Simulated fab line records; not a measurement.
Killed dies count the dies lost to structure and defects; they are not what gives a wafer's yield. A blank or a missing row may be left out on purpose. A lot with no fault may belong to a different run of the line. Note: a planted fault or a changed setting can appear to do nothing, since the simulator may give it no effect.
A struck lot beside a sound one ; flow n5-finfet ; 16 out of 1938 route steps
Sound: wafers L845.3, L845.4, L845.5. Struck: wafers L850.1, L850.3. (L850.6 of the same lot was not struck and is left out.) The cause comes at the end.
For every step that has rows: the tool of each side, followed by ch and its chambers, followed by its first start. Under that, the readings that differ: sound wafers ; struck wafers ; difference of the means ; sigmas: that difference in standard deviations of wafers without a fault.
alike: same words and numbers on both sides, and readings whose means sit less than 2 such deviations apart. not compared: any withheld reading, any reading some wafer has no value for, any bound like >300 that may hide the same value, and any number with overlapping values for which the record gives no deviation.
Wherever a step has rows on one side only, a row that says differs or no value, or a row with sigmas, the two part there. Numbers that have no deviation but don't overlap get no sigmas and don't part them. Lack of a reading on every wafer of one side parts them only where that side has two or more wafers.

first, 5 steps without rows for these wafers: N5_MOL_CONTACT_COAG_EBR_36; N5_MOL_CONTACT_COAG_SOFTBAKE_35 (time 60 s); N5_MOL_CONTACT_COAG_EXPOSE_37 (exposes mask VD, defocus 0 nm); N5_MOL_CONTACT_COAG_PEB_38 (peb time 60 s); N5_MOL_CONTACT_COAG_DEVELOP_39 (develop time 30 s).
N5_MOL_CONTACT_COAG_CD_MEAS_40 targets a cd of 25.1 nm.
  sound on cd-sem-03 ch 0, day 6 08:59; struck on cd-sem-03 ch 0, day 7 17:43
  alike: cd-nm
N5_MOL_CONTACT_COAG_OVL_MEAS_41:
  sound on overlay-01 ch 0, day 6 09:02; struck on overlay-01 ch 0, day 7 17:45
  alike: VD_OVL
N5_MOL_CONTACT_COAG_INSPECT_42: inspects for defects (brightfield).
  sound on defect-inspect-02, day 6 09:05; struck on defect-inspect-02, day 7 17:49
  alike: raw-defect-count
N5_MOL_CONTACT_COAG_DESCUM_45: chemistry O2, time 7 s.
  sound on rie-diel-01 ch 0,3, day 6 09:07; struck on rie-diel-04 ch 0,1, day 7 17:50
  alike: drypump-motor-current-A, oes-product-au, rf-vpp-V, showerhead-plenum-p-Torr, throttle-valve-pct
  not compared: rf-hours-counter-h
N5_MOL_CONTACT_COAG_ETCH_65: etches underlayer in N2/H2, target depth 13 nm, time 10.4 s.
  sound on rie-diel-01 ch 0,3, day 6 09:09; struck on rie-diel-04 ch 0,1, day 7 17:53
  alike: drypump-motor-current-A, etch-rf-on-time-s, oes-product-au, rf-vpp-V, showerhead-plenum-p-Torr, throttle-valve-pct
  not compared: rf-hours-counter-h
N5_MOL_CONTACT_COAG_ETCH_66: etches SiARC in CF4, target depth 13 nm, time 21.7 s.
  sound on rie-diel-01 ch 0,3, day 6 09:10; struck on rie-diel-04 ch 0,1, day 7 17:54
  alike: drypump-motor-current-A, etch-rf-on-time-s, oes-product-au, rf-vpp-V, showerhead-plenum-p-Torr, throttle-valve-pct
  not compared: rf-hours-counter-h
N5_MOL_CONTACT_COAG_ALD_133: deposits SiO2, target thk 5 nm, pulse time 1 s, co reactant pulse time 1 s.
  sound on ald-sin-04 ch 0,1,2, day 6 09:15; struck on ald-sin-04 ch 0,1, day 7 18:11
  alike: heater-power-w, precursor-pulse-height-rel, susceptor-temp-C
N5_MOL_CONTACT_COAG_ETCHBACK_134: etches SiO2 in CHF3, target depth 10 nm, time 6.7 s.
  sound on rie-diel-04 ch 1,2, day 6 09:26; struck on rie-diel-04 ch 2,3, day 7 18:22
reading;sound;struck;difference;sigmas
model.CAR-EUV_of_MOL_CONTACT_COAG_COAT_34.thk-nm (nm);15.4 15.6 15.4;14.8 15;-0.6;
  alike: drypump-motor-current-A, oes-product-au, rf-vpp-V, showerhead-plenum-p-Torr, throttle-valve-pct
  not compared: rf-hours-counter-h
N5_MOL_CONTACT_COAG_ETCH_67: etches SOC in N2/H2, target depth 60 nm, overetch 21 nm, time 101.2 s.
  sound on rie-diel-04 ch 1,2, day 6 09:28; struck on rie-diel-04 ch 2,3, day 7 18:25
  alike: drypump-motor-current-A, oes-product-au, rf-vpp-V, showerhead-plenum-p-Torr, throttle-valve-pct
  not compared: rf-hours-counter-h
-- here the record skips 3 days between the struck wafers' starts before and after, leaving off in module MOL_CONTACT_COAG and picking up in module BEOL_M4 (first step shown: number 1111 of the route) --
N5_BEOL_M4_RC_MEAS_101:
  sound on prober-01 ch 0, day 9 04:16; struck on prober-01 ch 0, day 10 08:13
reading;sound;struck;difference;sigmas
IOFF_P (nA/um);0.23 0.34 0.32;0.15 0.18;-0.13;-2
SS_P (mV/dec);73.6 74.7 75.1;72.5 72.8;-1.8;-2
VT_P (mV);-250 -245 -246;-260 -256;-11;-2
  alike: DIBL_N, DIBL_P, IOFF_N, ION_N, ION_P, SS_N, VT_N
-- record jumps: 4 days separate the struck wafers' starts on either side; left off in module BEOL_M4, taken up again in module PASSIVATION, whose first shown step is the route's number 1936 --
N5_PASSIVATION_PROBE_49:
  sound on prober-01, day 13 10:57; struck on prober-01, day 14 12:34
  alike: defect-limited-yield, killed_at_M0_to_M3, killed_at_M4_up, killed-at-contacts, killed-at-front-end, killed-at-other, killed-dies, killed-open, killed-short, sort_bin_4_leakage, sort_bin_5_function, sort_bin_6_memory, sort-n-pass, sort-yield-pct

== WHERE THEY PART ==
N5_BEOL_M4_RC_MEAS_101 only, going by this record. Later steps at which nothing parts them and some readings are alike: N5_PASSIVATION_PROBE_49.

WHY: what the simulator had put in
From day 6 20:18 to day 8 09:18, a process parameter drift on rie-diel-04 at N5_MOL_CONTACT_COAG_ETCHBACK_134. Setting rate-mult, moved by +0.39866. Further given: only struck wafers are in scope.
